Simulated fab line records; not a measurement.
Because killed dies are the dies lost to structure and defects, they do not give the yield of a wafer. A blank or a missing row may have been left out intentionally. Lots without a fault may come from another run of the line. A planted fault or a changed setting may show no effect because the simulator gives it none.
3 desks, one fault || flow n5 finfet || numbers are kept per desk, each desk with only its own; the story behind them comes last
Where a reading is given only as a bound, like >300, the bound stands for it, and a mean or a difference that rests on one is marked > or <: the true number lies beyond.

THE METROLOGY DESK
What the gauges read for every lot (on any tool): the sampled wafers with a number, averaged. Marked OUT: a lot whose mean sits more than 4 standard deviations from the usual mean, which makes it out of limits; the brackets give that distance. Only the readings that lie furthest out on some lot appear, 7 of the 12 it has.
Columns: A = thk nm at N5_DUMMY_GATE_THK_MEAS_05, usual 71.7 nm; B = GATE_OVL at N5_DUMMY_GATE_OVL_MEAS_16, usual 0.1 nm; C = DIBL_N at N5_BEOL_M4_RC_MEAS_101, usual 35.8 mV/V; D = IOFF_P at N5_BEOL_M4_RC_MEAS_101, usual 0.204 nA/um; E = ION_P at N5_BEOL_M4_RC_MEAS_101, usual 462 uA/um; F = SS_N at N5_BEOL_M4_RC_MEAS_101, usual 71.4 mV/dec; G = VT_P at N5_BEOL_M4_RC_MEAS_101, usual -251 mV
{"lot": "L599", "first seen here": "day 3 10:58", "A": 71.0, "B": 0.2, "C": 36.1, "D": 0.219, "E": 464, "F": 71.8, "G": -249}
{"lot": "L600", "first seen here": "day 3 18:33", "A": 73.3, "B": 1.4, "C": 36.7, "D": 0.217, "E": 463, "F": 71.3, "G": -249}
{"lot": "L606", "first seen here": "day 5 10:59", "A": 72.6, "B": -0.1, "C": 36.1, "D": 0.204, "E": 468, "F": 70.8, "G": -249}
{"lot": "L607", "first seen here": "day 5 14:32", "A": 71.7, "B": 0.9, "C": 35.5, "D": 0.168, "E": 457, "F": 71.4, "G": -256}
{"lot": "L608", "first seen here": "day 5 22:50", "A": 71.1, "B": 0.7, "C": 37.9, "D": 0.221, "E": 465, "F": 71.9, "G": -250}
{"lot": "L609", "first seen here": "day 6 04:47", "A": 71.2, "B": -0.1, "C": 34.0, "D": 0.171, "E": 460, "F": 70.5, "G": -253}
{"lot": "L612", "first seen here": "day 6 18:08", "A": 71.9, "B": 0.8, "C": 35.3, "D": 0.185, "E": 459, "F": 71.3, "G": -252}
{"lot": "L617", "first seen here": "day 8 00:59", "A": 70.5, "B": 0.2, "C": 35.7, "D": 0.228, "E": 470, "F": 71.1, "G": -249}
Result from this desk: across the 8 lots, nothing is out of limits.

THE DEFECT DESK
Counts from the inspections along the route, per lot, as means over the sampled wafers that have a number. Marked OUT: a lot whose mean sits more than 4 standard deviations from the usual mean, which makes it out of limits; the brackets give that distance.
Columns: A = raw defect count at N5_DUMMY_GATE_INSPECT_17, usual 206; B = raw defect count at N5_DUMMY_GATE_INSPECT_27, usual 311; C = raw defect count at N5_SPACER0_INSPECT_04, usual 145; D = raw defect count at N5_SD_EPI_N_INSPECT_11, usual 1.9
{"lot": "L599", "first seen here": "day 3 15:22", "A": 214, "B": 343, "C": 145, "D": 0.3}
{"lot": "L600", "first seen here": "day 3 23:04", "A": 206, "B": 302, "C": 151, "D": 3.0}
{"lot": "L606", "first seen here": "day 5 15:22", "A": 220, "B": 327, "C": 130, "D": 2.3}
{"lot": "L607", "first seen here": "day 5 19:07", "A": 245, "B": 386, "C": 158, "D": 1.3}
{"lot": "L608", "first seen here": "day 6 03:13", "A": 380, "B": 455, "C": 291, "D": ">100 (>+70) OUT"}
{"lot": "L609", "first seen here": "day 6 11:15", "A": 435, "B": 585, "C": "335 (+5.0) OUT", "D": ">102 (>+71) OUT"}
{"lot": "L612", "first seen here": "day 7 00:29", "A": 164, "B": 274, "C": 107, "D": 1.7}
{"lot": "L617", "first seen here": "day 8 05:29", "A": 188, "B": 298, "C": 127, "D": 2.7}
Finding of this desk: L608, L609 out of limits; the first was L608 at day 6 06:06, on raw defect count at N5_SD_EPI_N_INSPECT_11. Within limits: L599, L600, L606, L607, L612, L617.

FOR THE TOOL OWNER'S DESK: cmp-01
The tool's own readings at N5_DUMMY_GATE_CMP_04 (polishes a-Si): means of the sampled wafers that have a number, for each lot that ran on this tool. Marked OUT: a lot whose mean sits more than 4 standard deviations from the usual mean, which makes it out of limits; the brackets give that distance.
Columns: A = motor current A at N5_DUMMY_GATE_CMP_04, usual 10.2 A; B = slurry flow ml min at N5_DUMMY_GATE_CMP_04, usual 150.0; C = time to endpoint s at N5_DUMMY_GATE_CMP_04, usual 13.3 s
{"lot": "L600", "first seen here": "day 3 18:21", "A": 9.7, "B": 150.4, "C": 14.3}
{"lot": "L606", "first seen here": "day 5 10:48", "A": 9.7, "B": 150.1, "C": 13.0}
{"lot": "L607", "first seen here": "day 5 14:17", "A": 10.1, "B": 150.3, "C": 12.7}
{"lot": "L608", "first seen here": "day 5 22:39", "A": 10.1, "B": 149.8, "C": 15.6}
{"lot": "L609", "first seen here": "day 6 04:32", "A": 10.0, "B": 150.0, "C": 12.9}
Result from this desk: across the 5 lots, nothing is out of limits.

PUT TOGETHER
The defect desk could have raised an alarm at day 6 06:06, on L608, L609.
The metrology desk saw nothing out of limits.
The tool owner's desk saw nothing out of limits.
The metrology desk holds a record of L608, L609, inside its limits.
On record at the tool owner's desk: L608, L609, within its limits.
Of the lots named, all ran N5_DUMMY_GATE_CMP_04 on cmp-01.

WHAT THE SIMULATOR HAD PUT IN
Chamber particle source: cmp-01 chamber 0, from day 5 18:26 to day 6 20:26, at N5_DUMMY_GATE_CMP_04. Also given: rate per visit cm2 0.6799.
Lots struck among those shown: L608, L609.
Hours from the fault's start to each desk's first reading out of limits: the defect desk, 12.
